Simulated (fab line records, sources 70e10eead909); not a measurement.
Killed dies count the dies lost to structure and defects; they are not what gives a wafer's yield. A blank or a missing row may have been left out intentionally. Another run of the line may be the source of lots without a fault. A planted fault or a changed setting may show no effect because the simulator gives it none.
Chamber matching | flow nandHarc | 4 sister chambers for NHARC_P_GATE_DESCUM_48 on rieDiel-10
The step chemistry O2, time 3 s. 8 wafers are shown with their chamber, then 8 later ones without.

## WAFERS PAIRED WITH THEIR CHAMBERS
wafer  | chamber | showerheadPlenumPTorr (Torr) | drypumpMotorCurrentA (A)
L546.5 | 0       | 2.06                         | 5.7
L550.6 | 0       | 2.05                         | 5.7
L556.1 | 3       | 1.94                         | 5.4
L556.6 | 3       | 1.94                         | 5.5
L557.1 | 2       | 2.03                         | 6.7
L557.2 | 1       | 1.79                         | 5.7
L557.5 | 1       | 1.79                         | 5.7
L559.1 | 2       | 2.03                         | 6.7

## WAFERS MISSING THEIR CHAMBER
wafer  | showerheadPlenumPTorr (Torr) | drypumpMotorCurrentA (A)
L559.4 | 2.03                         | 6.7
L559.6 | 2.05                         | 5.7
L563.2 | 2.05                         | 5.7
L563.4 | 2.03                         | 6.7
L563.5 | 2.05                         | 5.7
L564.1 | 1.79                         | 5.8
L564.2 | 2.03                         | 6.7
L564.5 | 1.94                         | 5.5

## WHICH CHAMBER EACH ONE RAN IN
wafer  | from the rows above | in truth
L559.4 | 2                   | 2
L559.6 | 0                   | 0
L563.2 | 0                   | 0
L563.4 | 2                   | 2
L563.5 | 0                   | 0
L564.1 | 1                   | 1
L564.2 | 2                   | 2
L564.5 | 3                   | 3
Placed correctly: 8 of 8. Number that these rows cannot place: 0. Wrongly placed: 0.
How it was worked out, from the rows above alone: a wafer's distance from a chamber is the root of the sum, over the readings, of the square of ((its reading less the chamber's mean) divided by the reading's scatter). If the next closest chamber is less than 2 further off than the closest, the wafer can't be placed; otherwise it belongs to the closest. The mean given for a chamber averages the wafers shown for that chamber. The scatter: the root of (the sum of the squares of (reading less its chamber's mean) over the shown wafers, divided by (wafers less chambers)).
